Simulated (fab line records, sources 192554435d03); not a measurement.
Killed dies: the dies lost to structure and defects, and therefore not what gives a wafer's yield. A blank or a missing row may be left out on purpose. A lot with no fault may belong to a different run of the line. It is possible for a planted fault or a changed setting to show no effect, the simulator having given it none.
Lot-split experiment | flow n5 finfet | on a route of 1938 steps: 7 lots, 21 wafers read

## THE SPLIT
At N5_BEOL_M10_ILD_DEP_00 (deposits SiCOH lowk from DEMS/porogen, target thk 308.51 nm, time 58 s), the setting time s was moved away from the recipe's 58 s on 2 of the 21 wafers read, by -9.4% to +7.8%. The other wafers ran this setting at the recipe's value.

## FROM THE SPLIT TO THE READING: what the file shows between them, 1 step
- N5_BEOL_M10_CURE_71: cures SiCOH lowk, time 240 s

## THE READING
M10_ILD_THK at N5_BEOL_M10_THK_MEAS_01, in nm. A value of 267 nm with a standard deviation of 3.2 nm is what fault-free wafers of this fab line usually give.

wafer  | tool, chamber at the split | time s as run, s | against the recipe | M10_ILD_THK, nm | against lot-mates on the recipe
L074.3 | pecvd-02, 1                | 58               | recipe             | 267             | -
L074.4 | pecvd-02, 0                | 58               | recipe             | 268             | -
L074.6 | pecvd-02, 0                | 58               | recipe             | 271             | -
L076.3 | pecvd-02, 0,1              | 58               | recipe             | 269             | -
L076.4 | pecvd-02, 1                | 58               | recipe             | 267             | -
L076.6 | pecvd-02, 0,1              | 58               | recipe             | 269             | -
L081.2 | pecvd-04, 0                | 58               | recipe             | 269             | -
L081.3 | pecvd-04, 1                | 58               | recipe             | 264             | -
L081.4 | pecvd-04, 2                | 58               | recipe             | 269             | -
L084.3 | pecvd-02, 1                | 58               | recipe             | 272             | -
L084.4 | pecvd-02, 2                | 58               | recipe             | 265             | -
L084.5 | pecvd-02, 2                | 58               | recipe             | 270             | -
L094.4 | pecvd-04, 0                | 58               | recipe             | 270             | -
L094.5 | pecvd-04, 1                | 52.52            | -9.4%              | 246             | -25
L094.6 | pecvd-04, 2                | 58               | recipe             | 272             | -
L096.4 | pecvd-02, 2                | 62.53            | +7.8%              | 285             | +16
L096.5 | pecvd-02, 0                | 58               | recipe             | 270             | -
L096.6 | pecvd-02, 1                | 58               | recipe             | 269             | -
L095.1 | pecvd-04, 0                | 58               | recipe             | 263             | -
L095.4 | pecvd-04, 1                | 58               | recipe             | 267             | -
L095.5 | pecvd-04, 2                | 58               | recipe             | 269             | -
Rows listing several chambers each stand for several wafers; the file does not say which wafer went through which chamber.

FIT RESULTS
A straight line over all 21 wafers: M10_ILD_THK changes by +2.27 nm for each +1% of time s; r = +0.94; the points scatter about the line by 2.4 nm.
The same after taking each lot's own level away (the mean of its wafers on the recipe; 21 wafers): +2.37 nm for each +1%; r = +0.95; scatter 2.2 nm.
According to that fit, moving time s by its largest amount changes the reading by 22 nm.
Measured against the standard deviation above, the lots' own levels, which go from 266.3 to 271.0 nm, span 1.5 times it.
The two slopes are in agreement: the lot-to-lot level therefore moves the slope only a little.
Check: -18.8 nm against its lot-mates is what the line predicts for one of the wafers moved furthest among these (-9.4%) when that wafer is left out of the fit. Against them it came out at -25 nm.

## THE OTHER SPLITS THESE WAFERS WENT THROUGH
Before the reading, these wafers also passed through other splits. Each is held against what the fit with the lots' levels taken away leaves over:
other split on the same wafers | wafers away from the commonest value | r with M10_ILD_THK (lot level and that fit taken away)
N5_BEOL_M9_DESCUM_16 time s    | 7                                    | +0.25

## THE WHOLE CHAIN: every reading that the file lists as answering this split, in the file's order
step                    | what it does                                                           | reading                                                                                   | change (the file's fit)              | r (the file's)
N5_BEOL_M10_ILD_DEP_00  | deposits SiCOH lowk from DEMS/porogen, target thk 308.51 nm, time 58 s | SiCOH_lowk_of_BEOL_M10_ILD_DEP_00.thk nm (the simulator's own value, which no gauge read) | +2.74 nm for each +1% of the setting | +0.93
N5_BEOL_M10_CURE_71     | cures SiCOH lowk, time 240 s                                           | SiCOH_lowk_of_BEOL_M10_ILD_DEP_00.thk nm (the simulator's own value, which no gauge read) | +2.42 nm for each +1% of the setting | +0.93
N5_BEOL_M10_THK_MEAS_01 |                                                                        | M10_ILD_THK                                                                               | +2.41 for each +1% of the setting    | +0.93

## FILE'S OWN FIT
M10_ILD_THK changes by +2.41 nm for each +1% of time s, r = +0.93.
